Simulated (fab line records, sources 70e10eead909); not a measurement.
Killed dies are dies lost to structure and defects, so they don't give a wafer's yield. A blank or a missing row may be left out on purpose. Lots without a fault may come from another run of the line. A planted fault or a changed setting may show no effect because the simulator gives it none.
Problem report in the 8D (eight disciplines) form, filled by code | flow nand_harc | the parts of the form that need people (team, actions taken, sign-off) are left out

1. THE PROBLEM
sort_bin_3_pct at NHARC_END_SORT_01 reads a mean of 2.71 % on 3 wafers of 2 lots; wafers without a fault read 0.25 % with a standard deviation of 0.21. That is +12 standard deviations from the usual mean.
First seen on wafer L883.2, day 23 14:49, on prober-02. The record holds 7 wafers of 3 lots with a number at this step. Rule for "out", or "out of limits": more than 4 standard deviations from the usual mean. The other wafers with a number count as sound.

2. WHAT IT IS AND WHAT IT IS NOT
question                    | is                                                                                              | is not
which readings at this step | sort_bin_3_pct, defect_limited_yield, killed_at_array, killed_dies, sort_n_pass, sort_yield_pct | killed_at_other, killed_at_periphery, killed_open, killed_short, sort_bin_4_pct
which lots                  | L883, L889                                                                                      | L879
which wafers of those lots  | L883.2, L889.3, L889.5                                                                          | L883.1, L883.4, L889.2
read on which gauges        | prober-02                                                                                       | -
when                        | from day 23 14:49                                                                               | up to then (2 sound wafers); but 2 sound wafers of L883, L889 came after

3. SUSPECTS, AND WHAT RULES EACH OUT
Counting: a tool at a process step up to the reading stays a suspect if it ran every lot that is out. Sound lots after the first of them don't rule it out here, since some wafers of a struck lot are sound.
- the gauge at NHARC_END_SORT_01: kept. All the wafers that are out were read on prober-02, and no step on other tools shows them out.
- pvd_sputter-03 at NHARC_A_M1_PVD_20 (deposits TaN, target thk 5 nm, time 8.06 s): kept. It ran every lot that is out, first L883 (day 21 22:34).
- pvd_sputter-02 at NHARC_A_BONDPAD_DEGAS_25 (time 60 s): kept. It ran every lot that is out, first L883 (day 22 03:15).
- pvd_sputter-03 at NHARC_THIN_TSV_DEGAS_53 (time 60 s): kept. It ran every lot that is out, first L883 (day 23 03:52).
Left after counting: pvd_sputter-03 at NHARC_A_M1_PVD_20, pvd_sputter-02 at NHARC_A_BONDPAD_DEGAS_25, pvd_sputter-03 at NHARC_THIN_TSV_DEGAS_53, prober-02 at NHARC_END_SORT_01.

4. THE CAUSE (what the simulator had put in)
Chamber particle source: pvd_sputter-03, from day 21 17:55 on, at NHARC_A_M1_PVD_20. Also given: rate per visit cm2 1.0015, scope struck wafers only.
Counting left 4 suspects, and this tool is among them.

5. THE CHAIN OF EFFECTS, in route order
Each row: a reading whose mean over the struck wafers that have a number lies more than 3 standard deviations from the usual. Only readings for which the record gives a usual standard deviation are gone through. hours: the time from each lot's start at the first step in this table that gives one to its start at this step, as a median over the lots. sigmas: the change in usual standard deviations.
hours | step              | reading              | usual  | on struck wafers | change | sigmas
0     | NHARC_END_SORT_01 | defect_limited_yield | 95.7 % | 89.1             | -6.6   | -4.7
0     | NHARC_END_SORT_01 | killed_at_array      | 25     | 71               | +46    | +5.0
0     | NHARC_END_SORT_01 | killed_dies          | 29     | 74               | +45    | +4.7
0     | NHARC_END_SORT_01 | sort_bin_2_pct       | 1.3 %  | 4.2              | +2.9   | +4.4
0     | NHARC_END_SORT_01 | sort_bin_3_pct       | 0.25 % | 2.71             | +2.46  | +12
0     | NHARC_END_SORT_01 | sort_n_pass          | 648    | 603              | -45    | -4.7
0     | NHARC_END_SORT_01 | sort_rim_yield_pct   | 94 %   | 83               | -11    | -3.6
0     | NHARC_END_SORT_01 | sort_yield_pct       | 95.7 % | 89.1             | -6.6   | -4.7

6. WHAT WOULD HAVE CAUGHT IT SOONER
In this record the first reading out of limits at a measuring or inspecting step was taken at day 23 14:49, 45 hours after the fault began at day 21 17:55.
Of the tool readings at NHARC_A_M1_PVD_20 for which the record gives a usual standard deviation, none was out on any struck wafer, so an alarm limit of 4 standard deviations on them would not have fired.
All the lots that are out (2) had begun NHARC_A_M1_PVD_20 on pvd_sputter-03 by day 23 14:49. A hold on the tool at that time would have spared none of them.
